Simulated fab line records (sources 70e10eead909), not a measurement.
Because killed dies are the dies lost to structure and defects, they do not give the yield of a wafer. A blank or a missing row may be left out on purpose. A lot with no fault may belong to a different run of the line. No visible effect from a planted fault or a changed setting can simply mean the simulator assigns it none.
The tool behind it: which one? | flow nand_harc | 24 lots with 72 wafers sampled at 4 steps, on a route of 1159 steps

== WHAT THE GAUGES SHOWED, per wafer ==
NHARC_P_ZERO_WELL_INSPECT_43. Usual: raw_defect_count at 14, with a standard deviation of 6.7.
lot  | measured    | on                | raw_defect_count | flag
L074 | day 1 19:31 | defect_inspect-01 | 14 8 10          |
L075 | day 2 01:28 | defect_inspect-02 | 6 9 12           |
L076 | day 2 08:00 | defect_inspect-01 | 30 20 18         |
L077 | day 2 14:16 | defect_inspect-01 | 10 23 25         |
L078 | day 2 20:00 | defect_inspect-02 | 8 7 10           |
L079 | day 3 01:33 | defect_inspect-02 | 10 16 12         |
L080 | day 3 08:04 | defect_inspect-02 | 7 7 10           |
L081 | day 3 13:47 | defect_inspect-02 | 5 17 12          |
L082 | day 3 19:28 | defect_inspect-01 | 16 9 8           |
L083 | day 4 01:28 | defect_inspect-01 | 14 20 7          |
L084 | day 4 07:34 | defect_inspect-01 | 4 6 29           |
L085 | day 4 13:18 | defect_inspect-01 | 26 24 19         |
L086 | day 4 19:49 | defect_inspect-01 | 12 25 27         |
L087 | day 5 01:25 | defect_inspect-02 | 7 13 10          |
L088 | day 5 07:46 | defect_inspect-02 | 8 31 17          |
L089 | day 5 13:19 | defect_inspect-02 | 15 16 23         |
L090 | day 5 19:37 | defect_inspect-01 | 23 28 19         |
L091 | day 6 01:43 | defect_inspect-02 | 6 16 18          |
L093 | day 6 13:29 | defect_inspect-01 | 16 17 18         |
L092 | day 6 16:01 | defect_inspect-01 | 8 12 5           |
L094 | day 6 19:43 | defect_inspect-01 | 6 7 12           |
L095 | day 7 01:35 | defect_inspect-02 | 18 20 6          |
L096 | day 7 07:37 | defect_inspect-02 | 14 16 21         |
L097 | day 7 13:35 | defect_inspect-02 | 17 10 5          |

NHARC_P_GATE_CD_MEAS_11: target cd 1640 nm. Usual: cd_nm at 1640.6 nm, with a standard deviation of 2.1.
lot  | measured    | on        | cd_nm (nm)           | flag
L074 | day 4 03:52 | cd_sem-02 | 1641.6 1639.4 1640.5 |
L075 | day 4 10:46 | cd_sem-02 | 1640.3 1641.0 1641.6 |
L076 | day 4 10:55 | cd_sem-02 | 1642.5 1639.5 1639.7 |
L077 | day 4 23:59 | cd_sem-02 | 1638.9 1643.1 1642.3 |
L078 | day 5 00:01 | cd_sem-02 | 1637.8 1642.9 1641.0 |
L079 | day 5 07:49 | cd_sem-01 | 1643.2 1643.3 1640.0 |
L080 | day 5 16:23 | cd_sem-01 | 1642.9 1641.6 1637.4 |
L081 | day 6 00:47 | cd_sem-01 | 1640.6 1640.0 1637.1 |
L082 | day 6 00:56 | cd_sem-03 | 1641.3 1644.8 1639.1 |
L083 | day 6 05:56 | cd_sem-03 | 1642.3 1640.6 1638.0 |
L084 | day 6 13:19 | cd_sem-03 | 1639.9 1641.0 1640.1 |
L085 | day 6 21:11 | cd_sem-01 | 1642.6 1636.5 1639.4 |
L086 | day 7 09:13 | cd_sem-01 | 1640.6 1638.0 1639.8 |
L087 | day 7 09:23 | cd_sem-03 | 1640.3 1640.9 1637.1 |
L088 | day 7 13:48 | cd_sem-01 | 1642.8 1639.5 1641.6 |
L089 | day 7 13:58 | cd_sem-01 | 1641.5 1645.9 1642.3 |
L090 | day 8 02:44 | cd_sem-02 | 1639.3 1637.3 1638.0 |
L091 | day 8 02:55 | cd_sem-03 | 1638.4 1642.7 1639.9 |
L093 | day 8 21:09 | cd_sem-03 | 1637.1 1643.7 1637.8 |
L092 | day 8 21:18 | cd_sem-02 | 1637.6 1641.0 1636.9 |
L094 | day 8 21:28 | cd_sem-01 | 1641.9 1636.7 1642.8 |
L095 | day 9 10:08 | cd_sem-02 | 1641.7 1639.9 1641.3 |
L096 | day 9 16:02 | cd_sem-01 | 1641.4 1639.0 1641.7 |
L097 | day 9 21:26 | cd_sem-01 | 1642.2 1642.9 1643.5 |

== WHAT TOOL EACH LOT RAN ON (gives the tool, then ch and the chambers of the sampled wafers, and finally the start) ==
lot  | NHARC_P_STI_DESCUM_14             | NHARC_P_STI_CMP_21
L074 | rie_diel-09 ch 0,3, day 2 12:06   | cmp-02 ch 2,3, day 3 10:34
L075 | rie_diel-09 ch 1,3, day 2 23:43   | cmp-01 ch 0,1,2, day 3 18:08
L076 | rie_diel-03 ch 0,1,3, day 2 23:41 | cmp-03 ch 2,3, day 3 18:09
L077 | rie_diel-09 ch 0,2,3, day 3 11:40 | cmp-03 ch 0,2,3, day 4 07:20
L078 | rie_diel-03 ch 0,1, day 3 11:47   | cmp-02 ch 0,1, day 4 07:17
L079 | rie_diel-03 ch 0,1,3, day 3 17:49 | cmp-03 ch 0,2,3, day 4 13:32
L080 | rie_diel-02 ch 0,2,3, day 3 23:43 | cmp-03 ch 1,2,3, day 4 20:21
L081 | rie_diel-03 ch 1,2,3, day 4 07:02 | cmp-02 ch 0,1,3, day 5 04:28
L082 | rie_diel-03 ch 1,2,3, day 4 11:11 | cmp-03 ch 0,1,2, day 5 04:28
L083 | rie_diel-03 ch 1,2,3, day 4 17:10 | cmp-02 ch 0,1, day 5 12:40
L084 | rie_diel-03 ch 0,3, day 4 23:14   | cmp-02 ch 0,2, day 5 19:29
L085 | rie_diel-09 ch 2,3, day 5 05:08   | cmp-02 ch 0,1,3, day 6 01:45
L086 | rie_diel-09 ch 0,1,2, day 5 14:00 | cmp-02 ch 0,1,3, day 6 14:19
L087 | rie_diel-02 ch 0,3, day 5 13:50   | cmp-03 ch 0,1, day 6 14:20
L088 | rie_diel-09 ch 0,2,3, day 6 00:47 | cmp-02 ch 0,2,3, day 6 21:17
L089 | rie_diel-02 ch 0,1,2, day 6 05:02 | cmp-03 ch 2,3, day 6 21:14
L090 | rie_diel-03 ch 1,2, day 6 12:07   | cmp-02 ch 0,1, day 7 09:35
L091 | rie_diel-09 ch 1,2,3, day 6 17:21 | cmp-03 ch 2,3, day 7 09:35
L093 | rie_diel-09 ch 0,1,2, day 7 08:25 | cmp-03 ch 2,3, day 8 02:57
L092 | rie_diel-09 ch 0,2, day 7 08:34   | cmp-01 ch 1,2, day 8 02:57
L094 | rie_diel-03 ch 1,2,3, day 7 08:38 | cmp-02 ch 1,3, day 8 02:58
L095 | rie_diel-09 ch 0,1,2, day 7 18:49 | cmp-03 ch 0,1,2, day 8 13:23
L096 | rie_diel-03 ch 1,2,3, day 7 23:10 | cmp-03 ch 0,2,3, day 8 19:53
L097 | rie_diel-03 ch 0,1,3, day 8 06:49 | cmp-02 ch 0,1, day 9 04:18
- NHARC_P_STI_DESCUM_14: chemistry O2, time 3 s.
- NHARC_P_STI_CMP_21: polishes, t overpolish 20 s, target thk 380.67 nm.

== WHAT THE TOOLS THEMSELVES READ (means of the sampled wafers that have a number; where no wafer has one, the mark that the record gives instead) ==
NHARC_P_STI_DESCUM_14. Usual: chamber_pressure_mTorr 60.00 mTorr, standard deviation 0.05; drypump_motor_current_A 5.9 A, standard deviation 0.37; oes_product_au 0.997 a.u., standard deviation 0.012; rf_vpp_V 57.9 V, standard deviation 0.77; showerhead_plenum_p_Torr 1.95 Torr, standard deviation 0.082; throttle_valve_pct 11.312 %, standard deviation 0.0086.
lot  | tool        | chamber_pressure_mTorr (mTorr) | drypump_motor_current_A (A) | oes_product_au (a.u.) | rf_vpp_V (V) | showerhead_plenum_p_Torr (Torr) | throttle_valve_pct (%) | flag
L074 | rie_diel-09 | 59.98                          | 5.4                         | 0.987                 | 57.9         | 2.02                            | 11.311                 |
L075 | rie_diel-09 | 59.97                          | 5.8                         | 0.986                 | 57.3         | 2.02                            | 11.311                 |
L076 | rie_diel-03 | 59.99                          | 5.9                         | 1.001                 | 57.4         | 1.96                            | 11.311                 |
L077 | rie_diel-09 | 60.04                          | 5.7                         | 0.988                 | 57.8         | 2.02                            | 11.309                 |
L078 | rie_diel-03 | 60.00                          | 5.9                         | 1.000                 | 57.8         | 1.99                            | 11.321                 |
L079 | rie_diel-03 | 59.99                          | 5.9                         | 1.009                 | 57.4         | 1.96                            | 11.315                 |
L080 | rie_diel-02 | 59.98                          | 5.7                         | 0.996                 | 57.7         | 1.88                            | 11.308                 |
L081 | rie_diel-03 | 60.01                          | 5.6                         | 1.000                 | 58.1         | 1.92                            | 11.314                 |
L082 | rie_diel-03 | 60.03                          | 5.7                         | 1.002                 | 57.8         | 1.92                            | 11.309                 |
L083 | rie_diel-03 | 60.02                          | 5.7                         | 1.002                 | 57.9         | 1.92                            | 11.314                 |
L084 | rie_diel-03 | 59.93                          | 6.1                         | 1.001                 | 58.8         | 1.92                            | 11.317                 |
L085 | rie_diel-09 | 60.04                          | 5.7                         | 0.992                 | 57.5         | 2.03                            | 11.309                 |
L086 | rie_diel-09 | 59.96                          | 6.0                         | 0.988                 | 57.6         | 2.01                            | 11.307                 |
L087 | rie_diel-02 | 60.01                          | 5.8                         | 0.997                 | 57.8         | 1.90                            | 11.315                 |
L088 | rie_diel-09 | 59.97                          | 5.7                         | 0.997                 | 58.1         | 2.02                            | 11.315                 |
L089 | rie_diel-02 | 59.98                          | 5.8                         | 1.011                 | 57.4         | 1.90                            | 11.304                 |
L090 | rie_diel-03 | 60.02                          | 5.8                         | 1.011                 | 57.8         | 1.88                            | 11.314                 |
L091 | rie_diel-09 | 59.98                          | 6.1                         | 0.988                 | 58.1         | 2.01                            | 11.310                 |
L093 | rie_diel-09 | 60.01                          | 6.0                         | 0.984                 | 57.5         | 2.00                            | 11.310                 |
L092 | rie_diel-09 | 60.01                          | 5.9                         | 0.984                 | 58.1         | 2.02                            | 11.315                 |
L094 | rie_diel-03 | 59.97                          | 5.7                         | 1.005                 | 57.8         | 1.92                            | 11.318                 |
L095 | rie_diel-09 | 60.02                          | 6.0                         | 0.977                 | 57.9         | 2.00                            | 11.311                 |
L096 | rie_diel-03 | 59.96                          | 5.7                         | 1.015                 | 58.0         | 1.92                            | 11.314                 |
L097 | rie_diel-03 | 60.01                          | 5.8                         | 1.006                 | 58.0         | 1.96                            | 11.313                 |

NHARC_P_STI_CMP_21. Usual: motor_current_A 11.7 A, standard deviation 1.1; overpolish_run_s 20.002 s, standard deviation 0.0085.
lot  | tool   | motor_current_A (A) | overpolish_run_s (s) | flag
L074 | cmp-02 | 10.7                | 19.997               |
L075 | cmp-01 | 12.6                | 19.999               |
L076 | cmp-03 | 12.1                | 20.013               |
L077 | cmp-03 | 12.2                | 20.001               |
L078 | cmp-02 | 12.0                | 19.993               |
L079 | cmp-03 | 12.4                | 19.998               |
L080 | cmp-03 | 12.2                | 19.997               |
L081 | cmp-02 | 11.3                | 19.999               |
L082 | cmp-03 | 12.6                | 20.007               |
L083 | cmp-02 | 11.7                | 20.000               |
L084 | cmp-02 | 10.8                | 20.012               |
L085 | cmp-02 | 11.4                | 20.005               |
L086 | cmp-02 | 11.5                | 20.005               |
L087 | cmp-03 | 12.0                | 19.997               |
L088 | cmp-02 | 11.1                | 20.003               |
L089 | cmp-03 | 13.0                | 20.006               |
L090 | cmp-02 | 11.8                | 20.001               |
L091 | cmp-03 | 11.3                | 20.003               |
L093 | cmp-03 | 12.4                | 19.997               |
L092 | cmp-01 | 13.1                | 20.003               |
L094 | cmp-02 | 11.6                | 20.004               |
L095 | cmp-03 | 12.8                | 20.005               |
L096 | cmp-03 | 12.3                | 20.000               |
L097 | cmp-02 | 11.5                | 19.999               |

== THE ANSWER, worked out from the rows above alone ==
Rule: a lot is off if the mean of its wafers that have a number lies more than 3 standard deviations from the usual mean. A lot without any number at a reading at which 4 lots or more have one is off too. The other lots that the step has rows for count as sound. Order of review: gauges by route order, followed by the tools' own readings, for which a lot's mean as printed above is used. At the first step where some lot is off, the reading lying furthest off is the one used; lots without a number count as furthest.
None of the lots is off at any reading shown; this tells nothing.

== WHAT WAS PUT IN BY THE SIMULATOR ==
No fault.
